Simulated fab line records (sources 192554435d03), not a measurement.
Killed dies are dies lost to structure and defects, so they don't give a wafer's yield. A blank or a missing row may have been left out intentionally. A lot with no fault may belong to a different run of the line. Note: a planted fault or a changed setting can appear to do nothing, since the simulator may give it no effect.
Which of the tools did it? ; flow n5_finfet ; 12 lots, 36 wafers sampled, at 3 steps of a route of 1938

== WHAT EACH GAUGE READ, for each wafer ==
N5_WELL_APT_INSPECT_38: inspects for defects (darkfield).
lot;measured;on;raw_defect_count
L075;day 1 22:42;defect_inspect-02;12 8 12
L077;day 2 10:37;defect_inspect-02;13 23 19
L079;day 2 22:47;defect_inspect-01;10 9 8
L081;day 3 11:23;defect_inspect-02;18 18 10
L083;day 3 23:07;defect_inspect-02;6 21 9
L085;day 4 10:47;defect_inspect-02;16 9 15
L087;day 4 22:33;defect_inspect-01;9 18 7
L089;day 5 10:53;defect_inspect-02;7 10 8
L091;day 5 22:58;defect_inspect-01;27 17 7
L093;day 6 11:10;defect_inspect-01;8 6 12
L095;day 6 22:32;defect_inspect-01;5 18 9
L097;day 7 10:35;defect_inspect-02;9 9 14

== EACH LOT AND THE TOOL THAT RAN IT (in order: tool; ch and the chambers of the sampled wafers; start) ==
lot;N5_WELL_APT_RTA_34;N5_WELL_APT_EPI_41
L075;rtp_anneal-01 ch 0, day 1 21:52;epi_rpcvd-02 ch 0, day 1 22:16
L077;rtp_anneal-01 ch 0, day 2 09:46;epi_rpcvd-04 ch 0, day 2 10:05
L079;rtp_anneal-02 ch 0, day 2 21:55;epi_rpcvd-04 ch 0, day 2 22:09
L081;rtp_anneal-02 ch 0, day 3 10:20;epi_rpcvd-02 ch 0, day 3 10:41
L083;rtp_anneal-01 ch 0, day 3 22:16;epi_rpcvd-02 ch 0, day 3 22:41
L085;rtp_anneal-01 ch 0, day 4 09:55;epi_rpcvd-01 ch 0, day 4 10:15
L087;rtp_anneal-02 ch 0, day 4 21:43;epi_rpcvd-04 ch 0, day 4 22:07
L089;rtp_anneal-01 ch 0, day 5 10:01;epi_rpcvd-04 ch 0, day 5 10:15
L091;rtp_anneal-02 ch 0, day 5 22:06;epi_rpcvd-02 ch 0, day 5 22:20
L093;rtp_anneal-02 ch 0, day 6 09:50;epi_rpcvd-04 ch 0, day 6 10:14
L095;rtp_anneal-02 ch 0, day 6 21:40;epi_rpcvd-02 ch 0, day 6 21:59
L097;rtp_anneal-02 ch 0, day 7 09:42;epi_rpcvd-01 ch 0, day 7 09:56
- N5_WELL_APT_RTA_34: time 10 s.
- N5_WELL_APT_EPI_41: deposits Si from SiH4/H2, target thk 50 nm, time 297.7 s.

== THE ANSWER, worked out from the rows above alone ==
Rule: the lots themselves supply what counts as usual. The widest of any qualifying gaps counts: lots, ordered by their means at a reading, are off when they make up no more than a third of the lots, leave a main group of 4 or more, and stand apart from it by 3 or more times the standard deviation of that group's means. The tables above print the reading to a certain number of digits; a main group whose means all agree to those digits is not used. A lot without any number at a reading at which 4 lots or more have one is off too. All remaining lots with rows at the step are treated as sound.
Nothing can be told from this: no lot is off at any reading shown.

== WHAT WAS PUT IN BY THE SIMULATOR ==
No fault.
